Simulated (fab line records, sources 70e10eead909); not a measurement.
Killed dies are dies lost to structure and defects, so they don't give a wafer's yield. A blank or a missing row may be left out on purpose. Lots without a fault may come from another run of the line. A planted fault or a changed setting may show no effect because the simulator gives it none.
Which tool did it? | flow nand_harc | 6 lots, 18 wafers sampled, at 5 steps of a route of 1159

WHAT THE GAUGES READ, wafer by wafer
NHARC_END_SORT_01.
lot | measured | on | killed_at_array

WHICH TOOL RAN EACH LOT (tool, then ch and the chambers of the sampled wafers, then the start)
lot  | NHARC_A_STAIRCASE_ETCH_21                     | NHARC_A_STAIRCASE_TRIM_24                     | NHARC_A_STAIRCASE_ETCH_194                    | NHARC_A_STAIRCASE_ETCH_201
L640 | rie_diel-08 ch 1,3, day 11 13:34 or earlier   | rie_diel-08 ch 2,3, day 11 13:34 or earlier   | rie_diel-02 ch 0,1,2, day 11 13:34 or earlier | rie_diel-02 ch 0,1,2, day 11 13:34
L642 | rie_diel-01 ch 0,1,2, day 11 23:05 or earlier | rie_diel-01 ch 1,2, day 11 23:05 or earlier   | rie_diel-01 ch 0,1,2, day 11 23:05 or earlier | rie_diel-02 ch 0,1,2, day 11 23:05
L644 | rie_diel-01 ch 1,2,3, day 12 07:52 or earlier | rie_diel-01 ch 1,2, day 12 07:52 or earlier   | rie_diel-01 ch 1,3, day 12 07:52 or earlier   | rie_diel-01 ch 1,2,3, day 12 07:52
L649 | rie_diel-01 ch 1,2, day 13 07:56 or earlier   | rie_diel-01 ch 0,1, day 13 07:56 or earlier   | rie_diel-08 ch 0,3, day 13 07:56 or earlier   | rie_diel-02 ch 2,3, day 13 07:56
L657 | rie_diel-08 ch 0,3, day 15 08:20 or earlier   | rie_diel-08 ch 0,2, day 15 08:20 or earlier   | rie_diel-08 ch 0,1,2, day 15 08:20 or earlier | rie_diel-08 ch 1,2, day 15 08:20
L658 | rie_diel-02 ch 0,1,2, day 16 03:44 or earlier | rie_diel-02 ch 0,1,2, day 16 03:44 or earlier | rie_diel-08 ch 1,3, day 16 03:44 or earlier   | rie_diel-01 ch 0,1,3, day 16 03:44
- NHARC_A_STAIRCASE_ETCH_21: etches the open film in C4F8/O2, target depth 100 nm, time 40.5 s.
- NHARC_A_STAIRCASE_TRIM_24: chemistry O2, time 211.2 s.
- NHARC_A_STAIRCASE_ETCH_194: etches the open film in C4F8/O2, target depth 100 nm, time 40.5 s.
- NHARC_A_STAIRCASE_ETCH_201: etches the open film in C4F8/O2, target depth 100 nm, time 40.5 s.

THE ANSWER, worked out from the rows above alone
Rule: what is usual is taken from the lots themselves. Put in order of their means at a reading, lots are off if they are a third of the lots or fewer, leave a main group of 4 or more, and stand apart from it by a gap of 3 or more times the standard deviation of the main group's means; of several such gaps the widest counts. A main group whose means are all the same, to the digits that the tables above print for the reading, isn't used. A lot without any number at a reading at which 4 lots or more have one is off too. The other lots that the step has rows for count as sound.
No lot is off at any reading shown: from this, nothing can be told.

WHAT THE SIMULATOR HAD PUT IN
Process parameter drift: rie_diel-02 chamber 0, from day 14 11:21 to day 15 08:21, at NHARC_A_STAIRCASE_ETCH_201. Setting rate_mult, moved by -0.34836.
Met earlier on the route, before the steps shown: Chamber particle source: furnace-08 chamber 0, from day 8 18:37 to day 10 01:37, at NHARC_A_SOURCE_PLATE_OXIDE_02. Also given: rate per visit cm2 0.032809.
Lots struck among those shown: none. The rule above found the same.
